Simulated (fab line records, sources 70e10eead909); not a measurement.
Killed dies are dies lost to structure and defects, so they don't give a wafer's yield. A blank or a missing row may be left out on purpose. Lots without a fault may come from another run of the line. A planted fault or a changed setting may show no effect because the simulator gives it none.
A struck lot beside a sound one | flow nand_harc | 13 steps out of a route of 1159
Sound: wafers L749.4, L749.5, L749.6. Struck: wafers L745.2, L745.3, L745.4. The cause comes at the end.
At each step with rows: each side's tool, then ch and its chambers, then its first start. Under that, the readings that differ: sound wafers | struck wafers | difference of the means | sigmas: that difference in standard deviations of wafers without a fault.
alike: readings whose means differ by less than 2 such deviations, and words and numbers that are the same on both sides. not compared: withheld readings, readings that some wafer has no value for, bounds like >300 that may hide the same value, and numbers for which the record gives no deviation and whose values overlap.
The two part at a step that has a row with sigmas, a row that says differs or no value, or rows on one side only. Numbers that don't overlap but have no deviation are shown without sigmas and don't part them. A reading that every wafer of one side lacks parts them only if that side has two wafers or more.

first, 1 step without rows for these wafers: NHARC_A_STAIRCASE_SRD_474.
NHARC_A_STAIRCASE_INSPECT_155:
  sound on defect_inspect-01, day 19 07:22; struck on defect_inspect-02, day 18 17:06
  alike: raw_defect_count
NHARC_A_SGD_CUT_DEP_00: deposits SiNx, target thk 50 nm.
  sound on pecvd-02 ch 0,1,2, day 19 07:31; struck on pecvd-02 ch 0,1,2, day 18 17:11
  alike: heater_power_w, susceptor_temp_C
then, 8 steps without rows for these wafers: NHARC_A_SGD_CUT_DEHYDRATE_01 (time 120 s); NHARC_A_SGD_CUT_HMDS_02 (time 30 s); NHARC_A_SGD_CUT_COAT_56 (time 75 s); NHARC_A_SGD_CUT_COAT_57 (time 65 s); NHARC_A_SGD_CUT_COAT_03 (resist thk 90 nm); NHARC_A_SGD_CUT_SOFTBAKE_04 (time 55 s); NHARC_A_SGD_CUT_EBR_05; NHARC_A_SGD_CUT_EXPOSE_06 (exposes mask SGD).
NHARC_A_SGD_CUT_PEB_07: peb time 65 s.
  sound on litho_track-01 ch 0, day 19 08:05; struck on litho_track-04, day 18 17:48
  no value came back on the struck wafers for chill_plate_temp_C (C), exhaust_pa (Pa), peb_time_s (s); on the sound wafers chill_plate_temp_C (C) reads 23.12 23.10 23.26
then, 1 step without rows for these wafers: NHARC_A_SGD_CUT_DEVELOP_08 (develop time 35 s).

WHERE THEY PART
Only at NHARC_A_SGD_CUT_PEB_07, within this record.

WHY: what the simulator had put in
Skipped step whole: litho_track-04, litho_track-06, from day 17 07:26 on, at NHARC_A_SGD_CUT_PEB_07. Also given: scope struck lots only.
